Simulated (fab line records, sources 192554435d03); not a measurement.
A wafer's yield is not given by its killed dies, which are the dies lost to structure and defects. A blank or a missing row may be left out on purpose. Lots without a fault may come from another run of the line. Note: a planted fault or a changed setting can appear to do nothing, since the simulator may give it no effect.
Struck lot and sound lot, side by side | flow n5 finfet | 38 out of 1938 route steps
Sound: wafers L864.1, L864.4, L864.6. Struck: wafer L875.5 (left out: L875.2, a lot-mate that was not struck); the cause follows at the end.
For every step that has rows: the tool of each side, followed by ch and its chambers, followed by its first start. Under that, the readings that differ: sound wafers | struck wafers | difference of the means | sigmas: that difference in standard deviations of wafers without a fault.
alike: a reading whose means differ by less than 2 such deviations, as well as words and numbers matching on both sides. not compared: withheld readings; readings where some wafer has no value; bounds like >300 that might hide an equal value; numbers whose values overlap and for which the record gives no deviation.
The two part at a step that has a row with sigmas, a row that says differs or no value, or rows on one side only. Numbers that have no deviation but don't overlap get no sigmas and don't part them. Lack of a reading on every wafer of one side parts them only where that side has two or more wafers.

first, 9 steps without rows for these wafers: N5_BEOL_M4_ANNEAL_95 (time 240 s); N5_BEOL_M4_SPUTTER_96 (material Cu, target thk 4.5 nm, time 8.29 s); N5_BEOL_M4_ECD_50 (material Cu, target thk 300 nm); N5_BEOL_M4_ANNEAL_51 (time 90 s); N5_BEOL_M4_CMP_52 (polishes, stops on SiOC, t overpolish 6.8 s, target thk 40 nm); N5_BEOL_M4_PRE_CLEAN_60 (time 15 s); N5_BEOL_M4_CO_CAP_55 (material Co, precursor CCTBA/H2, target thk 2 nm, time 102.1 s); N5_BEOL_M4_PRE_CLEAN_56 (time 15 s); N5_BEOL_M4_DEP_57 (deposits SiCN from 3MS/NH3, target thk 8 nm, time 14 s).
N5_BEOL_M4_RC_MEAS_101:
  sound on prober-01 ch 0, day 7 21:38; struck on prober-01 ch 0, day 11 02:26
  alike: DIBL_N, DIBL_P, IOFF_N, IOFF_P, ION_N, ION_P, SS_N, SS_P, VT_N, VT_P
then, 24 steps without rows for these wafers: N5_BEOL_M5_ILD_DEP_00 (deposits SiCOH lowk from DEMS/porogen, target thk 140.64 nm, time 25.9 s); N5_BEOL_M5_CURE_79 (cures SiCOH lowk, time 240 s); N5_BEOL_M5_PECVD_70 (deposits SiO2 from TEOS/O2, target thk 16 nm, time 18 s); N5_BEOL_M5_HM_DEP_02 (deposits TiN, target thk 20 nm); N5_BEOL_M5_COAT_59 (time 60 s, resist thk 60 nm); N5_BEOL_M5_COAT_60 (time 60 s, resist thk 12 nm); N5_BEOL_M5_COAT_71 (time 60 s, resist thk 5 nm); N5_BEOL_M5_COAT_05 (resist thk 30 nm); N5_BEOL_M5_EBR_07; N5_BEOL_M5_SOFTBAKE_06 (time 60 s); N5_BEOL_M5_EXPOSE_08 (exposes mask M5, target cd 28 nm); N5_BEOL_M5_PEB_09 (peb time 60 s); N5_BEOL_M5_DEVELOP_10 (develop time 30 s); N5_BEOL_M5_DESCUM_16 (chemistry O2, time 7 s); N5_BEOL_M5_ETCH_72 (etches underlayer in N2/H2, target depth 6.5 nm, time 5.2 s); N5_BEOL_M5_ETCH_61 (etches SiARC in CF4, target depth 15.6 nm, time 26 s); N5_BEOL_M5_ETCH_62 (etches SOC in N2/H2, target depth 75 nm, overetch 15 nm, time 112.5 s); N5_BEOL_M5_STRIP_63 (strips in N2/H2); N5_BEOL_M5_STRIP_73 (strips in N2/H2); N5_BEOL_M5_STRIP_64 (strips in CF4); N5_BEOL_M5_HM_OPEN_17 (chemistry Cl2/BCl3, target TiN, target depth 20 nm, overetch 6 nm); N5_BEOL_M5_STRIP_19 (strips in O2); N5_BEOL_M5_COAT_65 (time 60 s, resist thk 60 nm); N5_BEOL_M5_COAT_66 (time 60 s, resist thk 12 nm).
-- record jumps: 4 days separate the struck wafers' starts on either side; left off in module BEOL_M5, taken up again in module BEOL_M14, whose first shown step is the route's number 1767 --
N5_BEOL_M14_CMP_49: polishes, stops on SiO2, t overpolish 5.2 s, target thk 560 nm.
  sound on cmp-01 ch 0,1,2, day 11 09:34; struck on cmp-01 ch 2, day 14 15:30
  reading                      | sound             | struck | difference | sigmas
  barrier field endpoint s (s) | 11.16 11.04 11.23 | 22.60  | +11.46     | +41
  overpolish run s (s)         | 5.224 5.207 5.203 | 3.391  | -1.820     | -99 or more
  time to endpoint s (s)       | 119 118 120       | 156    | +37        | +9
  alike: motor current A
N5_BEOL_M14_THK_MEAS_50: measures by xrf.
  sound: film metro-01 at day 11 09:47; struck: film metro-02 at day 14 15:41
  reading      | sound       | struck | difference | sigmas
  M14_THK (nm) | 557 562 577 | 1039   | +474       | +39
N5_BEOL_M14_INSPECT_55: inspects for defects (darkfield).
  sound: defect inspect-01 at day 11 09:57; struck: defect inspect-01 at day 14 15:50
  reading          | sound    | struck | difference | sigmas
  raw defect count | 60 75 49 | 6655   | +6594      | +99 or more
N5_PASSIVATION_PROBE_49:
  sound: prober-01 at day 12 09:29; struck: prober-01 at day 16 00:40
  reading                  | sound          | struck | difference | sigmas
  defect limited yield (%) | 91.9 91.5 90.0 | 0      | -91        | -70
  killed_at_M4_up          | 12 11 23       | 1080   | +1065      | +99 or more
  killed dies              | 95 100 118     | 1180   | +1076      | +67
  killed on rim            | 9 14 14        | 152    | +140       | +33
  sort n pass              | 1085 1080 1062 | 0      | -1076      | -67
  sort yield pct (%)       | 91.9 91.5 90.0 | 0      | -91        | -70
  alike: killed_at_M0_to_M3, killed at contacts, killed at front end, killed at other, killed open, killed short, sort_bin_5_function, sort_bin_6_memory

== WHERE THEY PART ==
Earliest at N5_BEOL_M14_CMP_49; latest, in this record, at N5_PASSIVATION_PROBE_49.

WHY: what had been put in by the simulator
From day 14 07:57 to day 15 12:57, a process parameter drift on cmp-01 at N5_BEOL_M14_CMP_49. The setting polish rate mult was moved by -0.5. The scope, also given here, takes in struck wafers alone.
